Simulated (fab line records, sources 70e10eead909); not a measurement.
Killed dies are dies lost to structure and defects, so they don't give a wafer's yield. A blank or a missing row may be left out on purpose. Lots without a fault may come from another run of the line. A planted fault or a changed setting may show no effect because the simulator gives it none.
fab line records | flow nand_harc
record lots=24 wafers=72 last_day=33
route steps=1302 shown P_START@1 P_ZERO_WELL@18 P_GATE@156
lots that met no fault: from a run of the same line without faults
start_h: hours from the record's first day to the start of the lot's first wafer shown | wait_h: hours since the lot's step before | " the same as in the row above | L1.1+2: a row that stands for several wafers | - no value, or no start given | * or withheld: withheld | < > ~ a bound
route shown NAME@n: a module of which the file shows steps, and the number in the route of the first | usual: mean/standard deviation of fault-free wafers | same: alike in all rows | chamber/n: place in a boat | sites: the reading at each site | _std_site: their standard deviation | _edge_site: outer sites' mean less inner sites' | radius_mm: how far each site lies from the wafer's centre | mask NAME#n: copy n | behind: the tool/chamber that last shaped the wafer | hold: why the lot was held/for how many hours/how that ended | device: the transistor (n, p or np) that didn't switch | end of line: the same wafers' tests at the end of the route | a step without rows: its recipe alone | killed: dies lost to structure and defects at the first sort, not the wafer's yield | map: a wafer's dies, x killed, . not, _ none there
set.NAME: the setting as run; set.NAME@STEP: as run at that earlier step | model.NAME: the simulator's own value behind a step, which no gauge read
steps of the route over a sample of lots; a table a step, a row a wafer
services: from which hour (start_h, from the record's first day; less than 0 if before it) a tool's chamber was out of use, for how many hours, and why
## steps
# step NHARC_P_START_INSPECT_01
# usual raw_defect_count=3.6/2.1
# columns lot.wafer tool chamber start_h wait_h raw_defect_count
L074.2 defect_inspect-01 - 20.04 - 2
L074.3 " - " " 4
L074.4 " - " " 2
L075.1 defect_inspect-02 - 30.03 - 3
L075.2 " - " " 4
L075.4 " - " " 5
L076.1 defect_inspect-01 - 40.04 - 7
L076.3 " - " " 2
L076.5 " - " " 4
L077.1 defect_inspect-01 - 50.04 - 3
L077.3 " - " " 5
L077.4 " - " " 5
L078.1 defect_inspect-02 - 60.03 - 4
L078.3 " - " " 1
L078.6 " - " " 2
L079.3 defect_inspect-02 - 70.04 - 2
L079.4 " - " " 1
L079.6 " - " " 2
L080.2 defect_inspect-01 - 80.04 - 6
L080.4 " - " " 5
L080.5 " - " " 2
L081.1 defect_inspect-02 - 90.04 - 2
L081.3 " - " " 4
L081.4 " - " " 16
L082.1 defect_inspect-01 - 100.04 - 3
L082.2 " - " " 3
L082.5 " - " " 6
L083.2 defect_inspect-02 - 110.04 - 4
L083.4 " - " " 6
L083.5 " - " " 3
L084.1 defect_inspect-02 - 120.04 - 4
L084.3 " - " " 2
L084.4 " - " " 5
L085.4 defect_inspect-01 - 130.04 - 1
L085.5 " - " " 4
L085.6 " - " " 3
L086.1 defect_inspect-02 - 140.03 - 0
L086.2 " - " " 3
L086.4 " - " " 4
L087.1 defect_inspect-02 - 150.04 - 3
L087.3 " - " " 4
L087.6 " - " " 1
L088.3 defect_inspect-01 - 160.04 - 3
L088.5 " - " " 4
L088.6 " - " " 1
L089.3 defect_inspect-01 - 170.05 - 2
L089.5 " - " " 5
L089.6 " - " " 4
L090.4 defect_inspect-02 - 180.04 - 9
L090.5 " - " " 8
L090.6 " - " " 2
L091.1 defect_inspect-01 - 190.04 - 4
L091.3 " - " " 2
L091.5 " - " " 2
L092.2 defect_inspect-01 - 200.04 - 5
L092.4 " - " " 2
L092.6 " - " " 3
L093.3 defect_inspect-02 - 210.04 - 4
L093.5 " - " " 4
L093.6 " - " " 3
L094.1 defect_inspect-02 - 220.04 - 5
L094.3 " - " " 5
L094.4 " - " " 2
L095.1 defect_inspect-02 - 230.04 - 4
L095.3 " - " " 5
L095.5 " - " " 5
L096.1 defect_inspect-02 - 240.04 - 3
L096.2 " - " " 5
L096.5 " - " " 4
L097.2 defect_inspect-01 - 250.05 - 3
L097.3 " - " " 3
L097.4 " - " " 5
# step NHARC_P_ZERO_WELL_ETCH_62
# recipe target_depth_a=130 time_s=6.5 chf3_flow_sccm=50 ar_flow_sccm=200 rf_w=500 bias_w=200 chemistry=CHF3/Ar
# usual drypump_motor_current_A=5.7/0.66 oes_product_au=0.962/0.017 rf_vpp_V=371.1/1.9 showerhead_plenum_p_Torr=2.36/0.078 throttle_valve_pct=20.218/0.0098
# columns lot.wafer tool chamber start_h wait_h drypump_motor_current_A oes_product_au rf_hours_counter_h rf_vpp_V showerhead_plenum_p_Torr throttle_valve_pct
L074.3 rie_diel-11 3 - - 4.8 0.950 33 368.9 2.24 20.203
L074.2 " 0 " " 5.1 0.935 34 369.6 2.36 20.231
L074.4 " 1 " " 6.3 0.964 - 371.6 2.32 20.228
L075.2 rie_diel-11 3 - - 4.8 0.961 36 369.3 2.24 20.210
L075.1 " 0 " " 5.1 0.954 37 369.7 2.36 20.216
L075.4 " 1 " " 6.3 0.989 34 372.2 2.32 20.219
L076.1 rie_diel-11 2 - - 6.5 0.939 35 371.8 2.38 20.225
L076.3 " 3 " " 4.8 0.960 41 368.9 2.23 20.229
L076.5 " 2 " " 6.5 0.932 - 371.5 2.38 20.226
L077.3 rie_diel-13 1 - - 5.0 0.969 16 373.1 2.42 20.216
L077.4 " 2 " " 6.4 0.945 22 370.7 2.42 20.225
L077.1 " 3 " " 5.4 0.960 23 372.1 2.46 20.225
L078.3 rie_diel-11 2 - - 6.5 0.941 41 372.4 2.38 20.213
L078.1 " 1 " " 6.3 0.953 43 370.5 2.32 20.226
L078.6 " 2 " " 6.5 0.934 - 371.3 2.38 20.234
L079.3 rie_diel-09 3 - - 5.0 0.974 31 371.0 2.31 20.215
L079.4 " 1 " " 6.4 0.959 27 376.6 2.52 20.226
L079.6 " 0 " " 5.1 0.950 - 369.7 2.34 20.206
L080.2 rie_diel-09 1 - - 6.5 0.964 29 375.2 2.52 20.226
L080.4 " 2 " " 6.5 0.982 33 370.2 2.31 20.215
L080.5 " 1 " " 6.5 0.973 - 375.1 2.52 20.226
L081.1 rie_diel-09 1 - - 6.5 0.944 32 374.9 2.52 20.217
L081.4 " 2 " " 6.5 0.946 36 368.5 2.31 20.225
L081.3 " 3 " " 5.0 0.956 35 370.5 2.31 20.203
L082.1 rie_diel-13 3 - - 5.3 0.967 39 373.2 2.46 20.205
L082.2 " 1 " " 5.0 0.965 35 371.7 2.41 20.223
L082.5 " 3 " " 5.3 0.965 - 371.1 2.46 20.230
L083.4 rie_diel-13 1 - - 4.9 0.945 36 371.5 2.41 20.229
L083.2 " 2 " " 6.3 0.935 38 372.8 2.41 20.238
L083.5 " 2 " " 6.3 0.932 - 373.3 2.41 20.211
L084.3 rie_diel-13 2 - - 6.3 0.958 44 372.2 2.41 20.198
L084.1 " 3 " " 5.3 0.991 46 372.9 2.45 20.220
L084.4 " 1 " " 5.0 0.965 40 372.4 2.41 20.205
L085.4 rie_diel-13 0 - - 5.6 0.963 47 371.8 2.36 20.218
L085.5 " 2 " " 6.3 0.954 - 372.3 2.41 20.213
L085.6 " 3 " " 5.3 0.990 - 374.3 2.45 20.221
L086.4 rie_diel-11 3 - - 4.8 0.958 17 369.5 2.22 20.225
L086.2 " 1 " " 6.3 0.976 17 370.5 2.31 20.221
L086.1 " 2 " " 6.5 0.935 15 371.3 2.37 20.230
L087.1 rie_diel-13 0 - - 5.6 0.944 56 372.4 2.35 20.220
L087.3 " 1 " " 5.0 0.942 53 371.9 2.40 20.220
L087.6 " 3 " " 5.3 0.970 - 373.0 2.45 20.217
L088.3 rie_diel-09 3 - - 5.0 0.963 2 369.5 2.30 20.215
L088.6 " 3 " " 5.0 0.970 - 370.5 2.30 20.234
L088.5 " 2 " " 6.5 0.989 - 369.5 2.30 20.212
L089.3 rie_diel-09 3 - - 5.0 0.976 5 369.1 2.30 20.217
L089.5 " 3 " " 5.0 0.967 - 370.0 2.30 20.205
L089.6 " 1 " " 6.5 0.970 - 373.5 2.51 20.208
L090.4 rie_diel-09 1 - - 6.5 0.955 8 375.1 2.51 20.215
L090.6 " 1 " " 6.5 0.963 - 373.1 2.51 20.203
L090.5 " 2 " " 6.5 0.972 - 370.9 2.30 20.237
L091.3 rie_diel-13 3 - - 5.3 0.956 7 373.4 2.45 20.217
L091.1 " 1 " " 5.0 0.977 5 371.8 2.40 20.217
L091.5 " 0 " " 5.6 0.938 - 369.5 2.35 20.212
L092.2 rie_diel-13 0 - - 5.6 0.960 8 369.7 2.35 20.227
L092.4 " 3 " " 5.3 0.967 10 372.5 2.44 20.218
L092.6 " 0 " " 5.6 0.966 - 370.7 2.35 20.212
L093.3 rie_diel-09 1 - - 6.4 0.972 16 374.5 2.51 20.217
L093.5 " 3 " " 5.0 0.994 - 369.5 2.29 20.229
L093.6 " 0 " " 5.2 0.971 - 368.9 2.33 20.221
L094.3 rie_diel-11 0 - - 5.1 0.960 49 369.4 2.34 20.227
L094.1 " 1 " " 6.2 0.987 45 370.4 2.30 20.226
L094.4 " 2 " " 6.5 0.945 37 372.1 2.37 20.203
L095.3 rie_diel-11 2 - - 6.5 0.934 40 371.3 2.36 20.226
L095.1 " 1 " " 6.3 0.968 47 370.1 2.30 20.201
L095.5 " 3 " " 4.8 0.948 - 367.8 2.21 20.224
L096.1 rie_diel-09 3 - - 5.0 0.965 26 369.2 2.29 20.218
L096.2 " 0 " " 5.2 0.970 23 369.5 2.32 20.232
L096.5 " 2 " " 6.5 0.973 - 369.3 2.29 20.205
L097.4 rie_diel-09 3 - - 5.1 0.976 29 369.6 2.29 20.210
L097.3 " 1 " " 6.4 0.969 30 373.9 2.50 20.227
L097.2 " 2 " " 6.5 0.967 29 368.4 2.29 20.211
# step NHARC_P_ZERO_WELL_CD_MEAS_52
# recipe target_cd_nm=2000 landing_energy_ev=500
# usual cd_nm=1998.6/2.6
# columns lot.wafer tool chamber start_h wait_h cd_nm
L074.2 cd_sem-02 0 25.94 - 2002.3
L074.3 " 0 " " 2001.3
L074.4 " 0 " " 2001.2
L075.1 cd_sem-02 0 35.86 - 1999.9
L075.2 " 0 " " 1997.2
L075.4 " 0 " " 2001.0
L076.1 cd_sem-01 0 45.73 - 1999.1
L076.3 " 0 " " 2000.2
L076.5 " 0 " " 1999.9
L077.1 cd_sem-03 0 55.76 - 1997.1
L077.3 " 0 " " 1998.2
L077.4 " 0 " " 1997.4
L078.1 cd_sem-03 0 65.90 - 2000.4
L078.3 " 0 " " 2004.1
L078.6 " 0 " " 1999.1
L079.3 cd_sem-02 0 75.71 - 2000.7
L079.4 " 0 " " 2000.7
L079.6 " 0 " " 2003.9
L080.2 cd_sem-02 0 85.54 - 1996.1
L080.4 " 0 " " 1999.8
L080.5 " 0 " " 1994.8
L081.1 cd_sem-02 0 99.80 - 1999.7
L081.3 " 0 " " 1999.5
L081.4 " 0 " " 2003.1
L082.1 cd_sem-01 0 105.74 - 2000.0
L082.2 " 0 " " 2001.4
L082.5 " 0 " " 2000.8
L083.2 cd_sem-03 0 116.32 - 1991.5
L083.4 " 0 " " 1997.2
L083.5 " 0 " " 1991.3
L084.1 cd_sem-03 0 125.67 - 1999.9
L084.3 " 0 " " 2000.9
L084.4 " 0 " " 2002.3
L085.4 cd_sem-03 0 135.64 - 1998.0
L085.5 " 0 " " 1999.2
L085.6 " 0 " " 2001.7
L086.1 cd_sem-01 0 145.66 - 1993.4
L086.2 " 0 " " 1996.8
L086.4 " 0 " " 1995.8
L087.1 cd_sem-03 0 161.96 - 1998.7
L087.3 " 0 " " 1997.7
L087.6 " 0 " " 1998.1
L088.3 cd_sem-03 0 165.63 - 1998.7
L088.5 " 0 " " 1996.8
L088.6 " 0 " " 1997.5
L089.3 cd_sem-03 0 175.89 - 2001.9
L089.5 " 0 " " 1997.8
L089.6 " 0 " " 1997.3
L090.4 cd_sem-01 0 185.91 - 1999.4
L090.5 " 0 " " 1994.5
L090.6 " 0 " " 1996.3
L091.1 cd_sem-03 0 195.60 - 1998.6
L091.3 " 0 " " 1998.7
L091.5 " 0 " " 1999.7
L092.2 cd_sem-02 0 205.85 - 1997.0
L092.4 " 0 " " 1996.2
L092.6 " 0 " " 2000.4
L093.3 cd_sem-03 0 215.62 - 1999.5
L093.5 " 0 " " 2001.7
L093.6 " 0 " " 2002.3
L094.1 cd_sem-01 0 225.86 - 2000.7
L094.3 " 0 " " 1997.7
L094.4 " 0 " " 1994.8
L095.1 cd_sem-03 0 235.72 - 2001.4
L095.3 " 0 " " 1998.7
L095.5 " 0 " " 1999.5
L096.1 cd_sem-02 0 245.85 - 1996.6
L096.2 " 0 " " 1999.0
L096.5 " 0 " " 1998.9
L097.2 cd_sem-03 0 255.52 - 1998.8
L097.3 " 0 " " 1996.7
L097.4 " 0 " " 1995.5
# step NHARC_P_GATE_ETCHBACK_37
# recipe target_depth_a=345 time_s=17.2 chf3_flow_sccm=50 o2_flow_sccm=10 ar_flow_sccm=200 rf_w=500 bias_w=200 chemistry=CHF3/O2
# usual drypump_motor_current_A=5.7/0.46 oes_product_au=0.936/0.025 rf_vpp_V=370.8/2.1 showerhead_plenum_p_Torr=2.41/0.086 throttle_valve_pct=20.573/0.0092
# columns lot.wafer tool chamber start_h wait_h drypump_motor_current_A oes_product_au rf_hours_counter_h rf_vpp_V showerhead_plenum_p_Torr throttle_valve_pct
L074.3 rie_diel-10 1 - - 5.5 0.950 2.0 369.6 2.33 20.578
L074.2 " 2 " " 5.1 0.938 2.3 367.9 2.29 20.570
L074.4 " 0 " " 5.0 0.954 2.1 370.3 2.41 20.586
L075.4 rie_diel-05 0 - - 6.0 0.939 3.0 368.0 2.30 20.577
L075.1 " 1 " " 5.3 0.926 3.0 371.2 2.46 20.576
L075.2 " 2 " " 6.1 0.905 2.8 373.7 2.52 20.583
L076.3 rie_diel-05 2 - - 6.1 0.908 3.0 373.9 2.52 20.581
L076.1 " 3 " " 6.1 0.947 3.0 370.4 2.35 20.571
L076.5 " 3 " " 6.1 0.943 - 370.7 2.35 20.579
L077.3 rie_diel-07 2 - - 5.2 0.945 1.3 373.9 2.53 20.581
L077.1 " 3 " " 5.1 0.942 1.3 370.8 2.45 20.568
L077.4 " 3 " " 5.1 0.952 - 373.7 2.45 20.582
L078.1 rie_diel-05 1 - - 5.3 0.921 4.9 371.9 2.46 20.566
L078.3 " 2 " " 6.1 0.913 4.6 373.4 2.52 20.564
L078.6 " 2 " " 6.1 0.922 - 372.0 2.52 20.571
L079.4 rie_diel-07 2 - - 5.2 0.918 1.7 375.7 2.53 20.564
L079.3 " 3 " " 5.1 0.927 1.7 370.3 2.45 20.575
L079.6 " 2 " " 5.3 0.919 - 374.0 2.53 20.561
L080.2 rie_diel-07 3 - - 5.1 0.938 3.0 370.8 2.45 20.572
L080.5 " 3 " " 5.1 0.934 - 371.8 2.45 20.588
L080.4 " 1 " " 5.1 0.923 - 370.2 2.37 20.579
L081.1 rie_diel-05 2 - - 6.1 0.967 6.8 372.7 2.52 20.569
L081.4 " 3 " " 6.1 1.003 6.6 370.7 2.35 20.564
L081.3 " 1 " " 5.3 0.981 7.3 372.4 2.46 20.562
L082.1 rie_diel-10 0 - - 5.0 0.945 5.6 371.1 2.40 20.572
L082.2 " 1 " " 5.6 0.923 6.3 369.8 2.32 20.561
L082.5 " 3 " " 6.6 0.919 - 368.2 2.29 20.558
L083.4 rie_diel-05 3 - - 6.1 0.935 6.7 369.3 2.35 20.566
L083.2 " 2 " " 6.1 0.914 6.8 372.5 2.52 20.571
L083.5 " 3 " " 6.1 0.926 - 369.7 2.35 20.573
L084.4 rie_diel-05 0 - - 6.0 0.931 7.4 368.0 2.29 20.587
L084.1 " 2 " " 6.1 0.921 7.0 373.2 2.52 20.563
L084.3 " 3 " " 6.1 0.943 6.8 370.3 2.35 20.577
L085.4 rie_diel-05 3 - - 6.1 0.946 7.8 369.3 2.35 20.568
L085.5 " 2 " " 6.1 0.927 - 371.9 2.52 20.567
L085.6 " 3 " " 6.1 0.946 - 368.3 2.35 20.575
L086.1 rie_diel-10 2 - - 5.1 0.910 9.6 367.2 2.29 20.578
L086.2 " 3 " " 6.6 0.909 10.3 367.4 2.29 20.594
L086.4 " 0 " " 5.1 0.936 9.4 370.4 2.40 20.577
L089.3 rie_diel-07 3 - - 5.1 0.923 7.5 371.4 2.45 20.578
L089.5 " 0 " " 5.9 0.929 - 372.9 2.49 20.572
L089.6 " 1 " " 5.1 0.910 - 370.9 2.37 20.582
L088.3 rie_diel-05 1 - - 5.3 0.994 0.3 372.3 2.46 20.555
L088.5 " 2 " " 6.1 0.993 - 373.8 2.52 20.569
L088.6 " 3 " " 6.1 1.008 - 370.9 2.35 20.564
L087.1 rie_diel-05 0 - - 6.0 0.931 0.4 369.1 2.29 20.567
L087.3 " 2 " " 6.1 0.919 0.3 372.7 2.52 20.579
L087.6 " 1 " " 5.3 0.926 - 373.5 2.46 20.564
L090.4 rie_diel-05 2 - - 6.1 0.907 1.5 374.2 2.52 20.562
L090.6 " 3 " " 6.1 0.929 - 368.6 2.35 20.569
L090.5 " 0 " " 6.0 0.942 - 367.9 2.29 20.583
L091.3 rie_diel-07 3 - - 5.1 0.920 8.4 372.4 2.45 20.569
L091.1 " 0 " " 5.9 0.915 7.0 371.8 2.49 20.578
L091.5 " 2 " " 5.3 0.910 - 373.1 2.52 20.575
L092.4 rie_diel-07 3 - - 5.1 0.947 8.6 372.9 2.45 20.580
L092.2 " 0 " " 5.9 0.929 7.1 373.0 2.49 20.569
L092.6 " 2 " " 5.3 0.935 - 373.4 2.52 20.570
L093.3 rie_diel-05 1 - - 5.4 0.922 2.3 370.6 2.46 20.579
L093.5 " 3 " " 6.1 0.943 - 368.6 2.35 20.568
L093.6 " 0 " " 6.0 0.940 - 367.4 2.29 20.566
L095.1 rie_diel-07 1 - - 5.1 0.980 0.2 369.8 2.37 20.556
L095.3 " 2 " " 5.2 1.011 0.2 374.3 2.52 20.586
L095.5 " 2 " " 5.3 1.004 - 372.8 2.52 20.578
L094.3 rie_diel-05 2 - - 6.2 0.913 4.2 373.2 2.51 20.554
L094.4 " 3 " " 6.1 0.938 4.1 370.4 2.35 20.564
L094.1 " 0 " " 6.0 0.934 5.3 367.8 2.29 20.566
L096.1 rie_diel-05 3 - - 6.0 0.940 4.3 371.4 2.35 20.563
L096.2 " 0 " " 6.0 0.941 5.5 368.5 2.29 20.569
L096.5 " 3 " " 6.1 0.941 - 369.7 2.35 20.554
L097.3 rie_diel-10 2 - - 5.1 0.919 6.4 368.4 2.29 20.580
L097.2 " 3 " " 6.6 0.892 5.7 367.5 2.29 20.568
L097.4 " 0 " " 5.0 0.921 5.3 369.5 2.40 20.586
# step NHARC_P_GATE_STRIP_75
# recipe power_w=1500 temp_c=250 chemistry=O2
# usual drypump_motor_current_A=5.61/0.16 heater_power_w=310/19
# columns lot.wafer tool chamber start_h wait_h drypump_motor_current_A heater_power_w rf_hours_counter_h
L074.2 plasma_asher-02 1 114.34 0.2 5.69 277 5
L074.4 " 0 " " 5.75 343 -
L074.3 " 1 " " 5.67 275 -
L075.2 plasma_asher-02 1 122.58 0.2 5.69 282 7
L075.1 " 0 " " 5.77 337 7
L075.4 " 0 " " 5.76 336 -
L076.1 plasma_asher-01 1 127.30 0.3 5.67 299 30
L076.3 " 1 " " 5.65 295 -
L076.5 " 1 " " 5.63 294 -
L077.1 plasma_asher-01 1 138.97 0.2 5.66 288 31
L077.3 " 0 " " 5.34 318 -
L077.4 " 1 " " 5.64 296 -
L078.1 plasma_asher-02 1 159.17 0.3 5.69 276 13
L078.3 " 0 " " 5.81 339 -
L078.6 " 1 " " 5.68 273 -
L079.3 plasma_asher-02 0 159.56 0.2 5.76 329 -
L079.4 " 1 " " 5.68 282 -
L079.6 " 0 " " 5.77 329 -
L080.2 plasma_asher-02 1 168.06 0.2 5.67 284 17
L080.4 " 1 " " 5.65 282 -
L080.5 " 0 " " 5.77 336 -
L081.1 plasma_asher-02 0 189.55 0.2 5.75 334 20
L081.3 " 1 " " 5.69 289 -
L081.4 " 0 " " 5.76 337 -
L082.2 plasma_asher-02 1 194.47 0.3 5.70 284 21
L082.1 " 0 " " 5.77 341 21
L082.5 " 0 " " 5.73 336 -
L083.2 plasma_asher-02 0 201.39 0.2 5.77 335 23
L083.4 " 1 " " 5.70 285 -
L083.5 " 1 " " 5.69 279 -
L084.1 plasma_asher-01 1 209.39 0.2 5.64 313 6
L084.3 " 0 " " 5.34 293 -
L084.4 " 1 " " 5.66 321 -
L085.4 plasma_asher-01 1 221.65 0.1 5.67 329 -
L085.6 " 0 " " 5.33 303 -
L085.5 " 1 " " 5.65 329 -
L086.2 plasma_asher-01 1 228.12 0.3 5.66 320 9
L086.1 " 0 " " 5.31 296 9
L086.4 " 1 " " 5.66 315 -
L089.3 plasma_asher-01 1 252.27 0.1 5.66 320 -
L089.5 " 0 " " 5.34 308 -
L089.6 " 1 " " 5.64 316 -
L088.3 plasma_asher-01 1 252.82 0.2 5.67 317 -
L088.5 " 1 " " 5.68 314 -
L088.6 " 0 " " 5.34 302 -
L087.1 plasma_asher-01 0 255.02 0.3 5.38 298 16
L087.3 " 1 " " 5.66 324 -
L087.6 " 1 " " 5.65 318 -
L090.4 plasma_asher-02 0 272.78 0.2 5.76 334 -
L090.6 " 0 " " 5.71 334 -
L090.5 " 1 " " 5.69 294 -
L091.1 plasma_asher-01 0 280.62 0.2 5.37 299 23
L091.3 " 1 " " 5.66 320 -
L091.5 " 1 " " 5.67 319 -
L092.2 plasma_asher-01 0 287.19 0.3 5.38 307 24
L092.4 " 0 " " 5.35 310 -
L092.6 " 0 " " 5.37 308 -
L093.3 plasma_asher-02 0 300.16 0.1 5.75 334 -
L093.5 " 1 " " 5.69 295 -
L093.6 " 0 " " 5.75 334 -
L095.1 plasma_asher-01 1 315.80 0.2 5.64 315 30
L095.3 " 1 " " 5.64 321 -
L095.5 " 0 " " 5.33 300 -
L094.1 plasma_asher-02 0 316.50 0.3 5.77 335 12
L094.4 " 0 " " 5.78 339 -
L094.3 " 1 " " 5.69 288 -
L096.2 plasma_asher-01 0 333.04 0.3 5.34 300 34
L096.1 " 1 " " 5.64 319 34
L096.5 " 1 " " 5.66 316 -
L097.2 plasma_asher-02 0 337.54 0.2 5.77 335 15
L097.4 " 1 " " 5.65 290 -
L097.3 " 0 " " 5.73 327 -
# step NHARC_P_GATE_RTA_80
# recipe temp_c=300 time_s=30
# usual wafer_temp_C_max=301.6/0.31
# columns lot.wafer tool chamber start_h wait_h wafer_temp_C_max
L074.2 rtp_anneal-01 0 119.29 - 301.7
L074.3 " 0 " " 301.7
L074.4 " 0 " " 301.8
L075.1 rtp_anneal-01 0 127.62 - 301.4
L075.2 " 0 " " 301.4
L075.4 " 0 " " 301.3
L076.1 rtp_anneal-02 0 132.36 - 301.5
L076.3 " 0 " " 301.3
L076.5 " 0 " " 301.6
L077.1 rtp_anneal-02 0 143.76 - 302.0
L077.3 " 0 " " 301.5
L077.4 " 0 " " 301.5
L078.1 rtp_anneal-02 0 164.21 - 301.3
L078.3 " 0 " " 301.4
L078.6 " 0 " " 301.6
L079.3 rtp_anneal-01 0 165.20 - 301.8
L079.4 " 0 " " 301.4
L079.6 " 0 " " 301.9
L080.2 rtp_anneal-02 0 173.02 - 301.6
L080.4 " 0 " " 301.5
L080.5 " 0 " " 301.3
L081.1 rtp_anneal-02 0 194.95 - 301.6
L081.3 " 0 " " 300.9
L081.4 " 0 " " 301.4
L082.1 rtp_anneal-01 0 199.55 - 301.7
L082.2 " 0 " " 301.5
L082.5 " 0 " " 302.3
L083.2 rtp_anneal-02 0 206.56 - 301.4
L083.4 " 0 " " 301.3
L083.5 " 0 " " 301.2
L084.1 rtp_anneal-02 0 214.58 - 301.7
L084.3 " 0 " " 301.5
L084.4 " 0 " " 301.4
L085.4 rtp_anneal-02 0 226.62 - 301.7
L085.5 " 0 " " 301.1
L085.6 " 0 " " 301.8
L086.1 rtp_anneal-02 0 233.16 - 301.6
L086.2 " 0 " " 301.6
L086.4 " 0 " " 301.3
L089.3 rtp_anneal-02 0 257.60 - 301.9
L089.5 " 0 " " 301.6
L089.6 " 0 " " 301.5
L088.3 rtp_anneal-01 0 258.70 - 301.8
L088.5 " 0 " " 302.2
L088.6 " 0 " " 301.5
L087.1 rtp_anneal-01 0 261.25 - 301.7
L087.3 " 0 " " 301.8
L087.6 " 0 " " 301.8
L090.4 rtp_anneal-01 0 277.63 - 301.3
L090.5 " 0 " " 302.1
L090.6 " 0 " " 301.7
L091.1 rtp_anneal-02 0 285.55 - 301.5
L091.3 " 0 " " 301.3
L091.5 " 0 " " 301.2
L092.2 rtp_anneal-01 0 292.35 - 301.2
L092.4 " 0 " " 301.7
L092.6 " 0 " " 301.6
L093.3 rtp_anneal-01 0 305.94 - 301.7
L093.5 " 0 " " 302.0
L093.6 " 0 " " 301.1
L095.1 rtp_anneal-01 0 320.70 - 301.7
L095.3 " 0 " " 302.1
L095.5 " 0 " " 301.9
L094.1 rtp_anneal-01 0 321.55 - 302.1
L094.3 " 0 " " 301.9
L094.4 " 0 " " 301.5
L096.1 rtp_anneal-01 0 338.09 - 301.5
L096.2 " 0 " " 302.1
L096.5 " 0 " " 301.4
L097.2 rtp_anneal-01 0 342.48 - 302.0
L097.3 " 0 " " 302.2
L097.4 " 0 " " 302.0
## services
# columns tool chamber start_h hours kind
plasma_asher-01 - 8.76 3.2 repair
rtp_anneal-02 - 12.00 12.0 pm
rie_diel-09 1 36.39 6.8 repair
rie_diel-05 - 52.60 9.0 pm
plasma_asher-02 - 72.05 9.0 pm
rie_diel-09 0 77.55 2.0 repair
rie_diel-09 0 81.91 2.7 repair
rie_diel-09 2 106.37 2.3 repair
rie_diel-09 0 107.22 8.7 repair
rie_diel-09 3 124.89 2.8 repair
rie_diel-09 2 127.93 1.3 repair
rie_diel-09 1 137.16 15.2 repair
rie_diel-09 3 142.93 8.4 repair
rie_diel-09 - 143.14 9.0 pm
plasma_asher-01 - 165.76 9.0 pm
rie_diel-09 - 183.76 1.0 repair
rie_diel-05 - 190.68 2.6 repair
plasma_asher-01 - 202.61 3.5 repair
rie_diel-09 - 216.20 0.2 repair
rie_diel-05 - 229.65 9.0 pm
plasma_asher-02 - 249.05 9.0 pm
rie_diel-05 1 254.30 11.8 repair
rie_diel-09 - 265.21 0.2 repair
plasma_asher-02 - 328.89 4.2 repair
## key
fault none
